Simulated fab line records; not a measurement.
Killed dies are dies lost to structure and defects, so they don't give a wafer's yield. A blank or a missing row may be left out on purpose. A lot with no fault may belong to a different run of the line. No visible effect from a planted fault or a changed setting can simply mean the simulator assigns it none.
The same fault as seen by 3 desks | flow n5 finfet | each desk has only its own numbers; what lay behind them comes last

== THE TOOL OWNER'S DESK: rie diel-05 ==
The tool's own readings at N5_SD_EPI_P_ETCH_16 (etches SiO2 in CHF3/O2, target depth 5 nm): means of the sampled wafers that have a number, for each lot that ran on this tool. If a lot's mean is further than 4 standard deviations from the usual mean, the lot is out of limits and carries the mark OUT (the distance appears in the brackets).
Columns: A = drypump motor current A at N5_SD_EPI_P_ETCH_16, usual 5.7 A; B = oes product au at N5_SD_EPI_P_ETCH_16, usual 0.79 a.u.; C = rf fwd power W at N5_SD_EPI_P_ETCH_16, usual 642.7 W; D = rf vpp V at N5_SD_EPI_P_ETCH_16, usual 523 V; E = showerhead plenum p Torr at N5_SD_EPI_P_ETCH_16, usual 2.41 Torr; F = throttle valve pct at N5_SD_EPI_P_ETCH_16, usual 18.94 %
lot  | first seen here | A   | B    | C     | D   | E    | F
L938 | day 5 01:07     | 5.3 | 0.88 | 642.0 | 518 | 2.37 | 18.89
L939 | day 5 04:18     | 5.7 | 0.76 | 642.6 | 521 | 2.39 | 18.92
L943 | day 6 06:47     | 5.7 | 0.80 | 645.7 | 519 | 2.40 | 18.84
L944 | day 6 12:53     | 5.9 | 0.84 | 643.5 | 525 | 2.40 | 18.81
This desk found nothing out of limits on any of the 4 lots.

== FROM THE METROLOGY DESK ==
Means of the sampled wafers that have a number, per lot and without regard to the tool the lot ran on: this is what the gauges read. If a lot's mean is further than 4 standard deviations from the usual mean, the lot is out of limits and carries the mark OUT (the distance appears in the brackets). Of its 12 readings 7 are shown: those that lie furthest out on some lot.
Columns: A = cd nm at N5_SD_EPI_P_CD_MEAS_09, usual 240.2 nm; B = SD_P_BLK_OVL at N5_SD_EPI_P_OVL_MEAS_10, usual 0.4 nm; C = IOFF_P at N5_BEOL_M4_RC_MEAS_101, usual 0.22 nA/um; D = ION_P at N5_BEOL_M4_RC_MEAS_101, usual 464 uA/um; E = SS_P at N5_BEOL_M4_RC_MEAS_101, usual 73.3 mV/dec; F = VT_N at N5_BEOL_M4_RC_MEAS_101, usual 249.3 mV; G = VT_P at N5_BEOL_M4_RC_MEAS_101, usual -250 mV
lot  | first seen here | A     | B    | C    | D   | E    | F     | G
L931 | day 3 04:09     | 240.1 | 0.5  | 0.19 | 462 | 73.4 | 250.6 | -252
L938 | day 5 00:25     | 239.7 | 0.7  | 0.28 | 468 | 73.5 | 249.2 | -244
L939 | day 5 03:35     | 240.8 | 0.4  | 0.18 | 456 | 72.2 | 250.5 | -252
L943 | day 6 06:05     | 239.9 | 1.7  | 0.19 | 458 | 73.1 | 248.9 | -254
L944 | day 6 12:00     | 239.4 | -0.2 | 0.20 | 460 | 72.3 | 252.2 | -252
L950 | day 8 02:40     | 240.3 | 0.2  | 0.22 | 468 | 72.8 | 253.5 | -247
L952 | day 8 12:01     | 241.0 | 0.9  | 0.21 | 462 | 73.5 | 251.2 | -252
This desk found nothing out of limits on any of the 7 lots.

== THE DEFECT DESK ==
What the inspections along the route counted, lot by lot: means of the sampled wafers that have a number. If a lot's mean is further than 4 standard deviations from the usual mean, the lot is out of limits and carries the mark OUT (the distance appears in the brackets).
Columns: A = raw defect count at N5_SD_EPI_P_INSPECT_11, usual 2.3
lot  | first seen here | A
L931 | day 3 04:13     | 3.0
L938 | day 5 00:28     | 1.3
L939 | day 5 03:39     | 3.7
L943 | day 6 06:08     | 2.0
L944 | day 6 12:03     | 3.0
L950 | day 8 02:43     | 3.7
L952 | day 8 12:04     | 2.0
This desk found nothing out of limits on any of the 7 lots.

== PUT TOGETHER ==
The desk of the tool owner found nothing out of limits.
The metrology desk saw nothing out of limits.
Nothing out of limits was seen by the defect desk.

== WHAT HAD BEEN PUT IN BY THE SIMULATOR ==
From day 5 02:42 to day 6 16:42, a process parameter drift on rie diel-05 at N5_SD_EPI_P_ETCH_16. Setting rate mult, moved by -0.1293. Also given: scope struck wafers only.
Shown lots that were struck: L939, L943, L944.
